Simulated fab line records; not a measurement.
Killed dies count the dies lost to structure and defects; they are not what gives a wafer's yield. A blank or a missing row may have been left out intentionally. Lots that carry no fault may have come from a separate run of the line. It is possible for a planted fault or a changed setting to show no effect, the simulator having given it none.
The tool behind it: which one?    flow nandHarc    36 wafers from 12 lots sampled at 4 of the route's 1302 steps

WHAT THE GAUGES READ, wafer by wafer
NHARC_A_SLIT_CD_MEAS_09: the cd target is 300 nm.
lot   measured      on        cdNm (nm)
L075  day 19 22:11  cdSem-02  302.0 299.8 301.1
L078  day 20 16:39  cdSem-01  301.7 300.7 300.8
L080  day 21 23:06  cdSem-03  300.4 301.9 301.1
L081  day 22 18:23  cdSem-03  300.7 300.7 301.3
L084  day 23 15:59  cdSem-03  299.7 300.2 300.6
L086  day 24 08:21  cdSem-03  299.4 299.4 301.3
L088  day 25 08:55  cdSem-03  299.7 299.2 300.6
L089  day 25 09:10  cdSem-03  300.8 301.8 299.9
L090  day 26 00:56  cdSem-01  300.6 298.9 300.2
L093  day 27 21:04  cdSem-02  299.9 299.5 300.8
L095  day 28 11:42  cdSem-02  300.1 301.5 299.9
L097  day 29 03:40  cdSem-01  299.6 300.1 298.8

EACH LOT AND THE TOOL THAT RAN IT (in order: tool; ch and the chambers of the sampled wafers; start)
lot   NHARC_A_STAIRCASE_CMP_472      NHARC_A_SGD_CUT_ETCH_58            NHARC_A_SGD_CUT_STRIP_28
L075  cmp-03 ch 2,3, day 19 09:20    rieDiel-11 ch 0,1,2, day 19 10:44  rieDiel-01 ch 0,1, day 19 17:12
L078  cmp-03 ch 0,2,3, day 20 03:00  rieDiel-11 ch 0,2,3, day 20 04:32  rieDiel-01 ch 1,2,3, day 20 16:39 or earlier
L080  cmp-04 ch 1,3, day 21 06:52    rieDiel-03 ch 0,1,2, day 21 08:15  rieDiel-03 ch 0,1,3, day 21 23:06 or earlier
L081  cmp-02 ch 0,1,3, day 22 04:37  rieDiel-11 ch 0,3, day 22 05:53    rieDiel-01 ch 0,2, day 22 18:23 or earlier
L084  cmp-04 ch 0,1,3, day 23 01:28  rieDiel-11 ch 0,1,3, day 23 02:50  rieDiel-11 ch 0,2,3, day 23 15:59 or earlier
L086  cmp-02 ch 0,1,2, day 23 17:41  rieDiel-03 ch 0,1,2, day 23 19:05  rieDiel-03 ch 0,1,2, day 24 08:21 or earlier
L088  cmp-03 ch 0,2,3, day 24 16:34  rieDiel-11 ch 0,2,3, day 24 17:58  rieDiel-03 ch 2,3, day 25 00:26
L089  cmp-04 ch 1,3, day 24 17:08    rieDiel-01 ch 0,1,3, day 24 18:31  rieDiel-01 ch 0,1,3, day 25 09:10 or earlier
L090  cmp-02 ch 1,3, day 25 10:53    rieDiel-01 ch 0,2, day 25 12:16    rieDiel-01 ch 0,2,3, day 26 00:56 or earlier
L093  cmp-04 ch 0,2,3, day 27 01:13  rieDiel-01 ch 1,2,3, day 27 02:38  rieDiel-03 ch 0,1,3, day 27 21:04 or earlier
L095  cmp-04 ch 0,1,3, day 27 23:07  rieDiel-11 ch 1,2, day 28 00:25    rieDiel-11 ch 0,2, day 28 11:42 or earlier
L097  cmp-04 ch 1,3, day 28 13:56    rieDiel-01 ch 0,2,3, day 28 15:13  rieDiel-03 ch 1,2,3, day 29 03:40 or earlier
- NHARC_A_STAIRCASE_CMP_472: polishes SiO2.
- NHARC_A_SGD_CUT_ETCH_58: etches the open film in CF4, target depth 39 nm, time 65 s.
- NHARC_A_SGD_CUT_STRIP_28: strips in O2, time 20 s.

THE ANSWER, worked out from the rows above alone
Rule: what is usual is taken from the lots themselves. The widest of any qualifying gaps counts: lots, ordered by their means at a reading, are off when they make up no more than a third of the lots, leave a main group of 4 or more, and stand apart from it by 3 or more times the standard deviation of that group's means. If all means in a main group match to the digits the tables above print for the reading, that group is not used. Also off: a lot with no number at a reading for which 4 or more lots have one. Any other lot the step has rows for is counted as sound.
Across all readings shown, no lot is off: no conclusion can be drawn from this.

WHAT WAS PUT IN BY THE SIMULATOR
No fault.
